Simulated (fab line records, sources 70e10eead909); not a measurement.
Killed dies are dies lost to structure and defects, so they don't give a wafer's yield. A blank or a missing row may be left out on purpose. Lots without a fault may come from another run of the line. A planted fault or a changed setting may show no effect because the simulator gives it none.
A struck lot beside a sound one | flow nand_harc | 41 steps out of a route of 1159
Sound: wafers L627.2, L627.3, L627.4. Struck: wafers L637.4, L637.6. (L637.2 of the same lot was not struck and is left out.) The cause comes at the end.
At each step with rows: each side's tool, then ch and its chambers, then its first start. Under that, the readings that differ: sound wafers | struck wafers | difference of the means | sigmas: that difference in standard deviations of wafers without a fault.
alike: readings whose means differ by less than 2 such deviations, and words and numbers that are the same on both sides. not compared: withheld readings, readings that some wafer has no value for, bounds like >300 that may hide the same value, and numbers for which the record gives no deviation and whose values overlap.
The two part at a step that has a row with sigmas, a row that says differs or no value, or rows on one side only. Numbers that don't overlap but have no deviation are shown without sigmas and don't part them. A reading that every wafer of one side lacks parts them only if that side has two wafers or more.

first, 3 steps without rows for these wafers: NHARC_THIN_TSV_DESCUM_14 (chemistry O2, time 3 s); NHARC_THIN_TSV_ETCH_44 (etches the open film in CF4/O2, target depth 1594.2 nm, time 797.1 s); NHARC_THIN_TSV_ETCH_15 (target depth 3000 nm, bosch target overetch cycles 2, bosch etch step 2.8 s).
NHARC_THIN_TSV_CD_MEAS_16:
  sound on cd_sem-01, day 19 22:57; struck on cd_sem-02, day 23 17:29
  alike: cd_nm
NHARC_THIN_TSV_STRIP_45: strips in O2.
  sound on plasma_asher-02 ch 0,1, day 19 23:04; struck on plasma_asher-01 ch 1, day 23 17:36
  alike: drypump_motor_current_A, heater_power_w
  not compared: rf_hours_counter_h
then, 2 steps without rows for these wafers: NHARC_THIN_TSV_STRIP_46 (strips in post etch residue remover, time 1200 s); NHARC_THIN_TSV_DEP_47 (deposits SiO2, target thk 200 nm).
NHARC_THIN_TSV_ETCHBACK_48: etches the open film in C4F8/Ar, target depth 1028.5 nm, time 405.17 s.
  sound on rie_diel-06 ch 0,1,2, day 20 00:21; struck on rie_diel-02 ch 0,2, day 23 18:50
  alike: oes_product_au, rf_vpp_V
  not compared: rf_hours_counter_h
then, 3 steps without rows for these wafers: NHARC_THIN_TSV_STRIP_62 (strips in N2/H2, time 20 s); NHARC_THIN_TSV_DEGAS_49 (time 120 s); NHARC_THIN_TSV_PRE_CLEAN_50 (time 30 s).
NHARC_THIN_TSV_PVD_19: deposits TaN, target thk 20 nm.
  sound on pvd_sputter-01; struck on pvd_sputter-02
  alike: throttle_valve_pct
NHARC_THIN_TSV_PVD_51: deposits Cu, target thk 100 nm.
  sound on pvd_sputter-01, day 20 01:17; struck on pvd_sputter-02, day 23 19:36
  reading                | sound          | struck    | difference | sigmas
  throttle_valve_pct (%) | 29.0 29.6 27.9 | 29.8 30.9 | +1.5       | +2
then, 16 steps without rows for these wafers: NHARC_THIN_TSV_ECD_20 (material Cu, target thk 2000 nm); NHARC_THIN_TSV_ANNEAL_52 (time 90 s); NHARC_THIN_TSV_CMP_21 (polishes, t overpolish 30 s, target thk 2000 nm); NHARC_THIN_TSV_SRD_23; NHARC_THIN_TSV_DEGAS_53 (time 60 s); NHARC_THIN_TSV_PRE_CLEAN_54 (time 30 s); NHARC_THIN_TSV_PVD_55 (deposits TiN, target thk 50 nm); NHARC_THIN_TSV_PVD_24 (deposits Al, target thk 800 nm); NHARC_THIN_TSV_DEHYDRATE_25 (time 120 s); NHARC_THIN_TSV_HMDS_26 (time 30 s); NHARC_THIN_TSV_COAT_27; NHARC_THIN_TSV_SOFTBAKE_28 (time 95 s); NHARC_THIN_TSV_EBR_29; NHARC_THIN_TSV_EXPOSE_30 (exposes mask PAD); NHARC_THIN_TSV_PEB_31 (peb time 85 s); NHARC_THIN_TSV_DEVELOP_32 (time 70 s).
NHARC_THIN_TSV_CD_MEAS_33: target cd 5000 nm.
  sound on cd_sem-02 ch 0, day 20 04:02; struck on cd_sem-03 ch 0, day 23 22:36
  alike: cd_nm
then, 1 step without rows for these wafers: NHARC_THIN_TSV_HARDBAKE_34 (time 80 s).
NHARC_THIN_TSV_DESCUM_35: chemistry O2, time 3 s.
  sound on rie_diel-05 ch 0,1,3, day 20 04:12; struck on rie_diel-02 ch 2,3, day 23 22:46
  alike: drypump_motor_current_A, oes_product_au, rf_vpp_V, showerhead_plenum_p_Torr, throttle_valve_pct
  not compared: rf_hours_counter_h
NHARC_THIN_TSV_ETCH_59: etches the open film in Cl2/BCl3, target depth 880 nm, time 138.1 s.
  sound on rie_metal-02 ch 0,1, day 20 04:20; struck on rie_metal-02 ch 0,1, day 23 22:53
  alike: drypump_motor_current_A, oes_product_au, throttle_valve_pct
  not compared: rf_hours_counter_h
then, 3 steps without rows for these wafers: NHARC_THIN_TSV_ETCH_36 (etches the open film in Cl2/BCl3, target depth 65 nm, time 18.571 s); NHARC_THIN_TSV_STRIP_56 (strips in O2); NHARC_THIN_TSV_STRIP_57 (strips in post etch residue remover, time 1200 s).
NHARC_THIN_TSV_CD_MEAS_37:
  sound on cd_sem-01, day 20 05:46; struck on cd_sem-02, day 24 00:02
  alike: cd_nm
then, 1 step without rows for these wafers: NHARC_THIN_TSV_ANNEAL_58 (time 1800 s).
NHARC_THIN_TSV_INSPECT_40:
  sound on defect_inspect-02, day 20 10:13; struck on defect_inspect-01, day 24 01:47
  alike: raw_defect_count
NHARC_END_WLT_00:
  the record has rows for the sound wafers here (prober-02, day 20 18:01) and none for the struck ones
NHARC_END_SORT_01:
  the record has rows for the struck wafers here (prober-02 ch 0, day 24 15:00) and none for the sound ones

WHERE THEY PART
First at NHARC_THIN_TSV_PVD_51; last, within this record, at NHARC_END_SORT_01.

WHY: what the simulator had put in
Process parameter drift: pvd_sputter-02, from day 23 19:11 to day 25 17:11, at NHARC_THIN_TSV_PVD_51. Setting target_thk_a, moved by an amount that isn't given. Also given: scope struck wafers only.
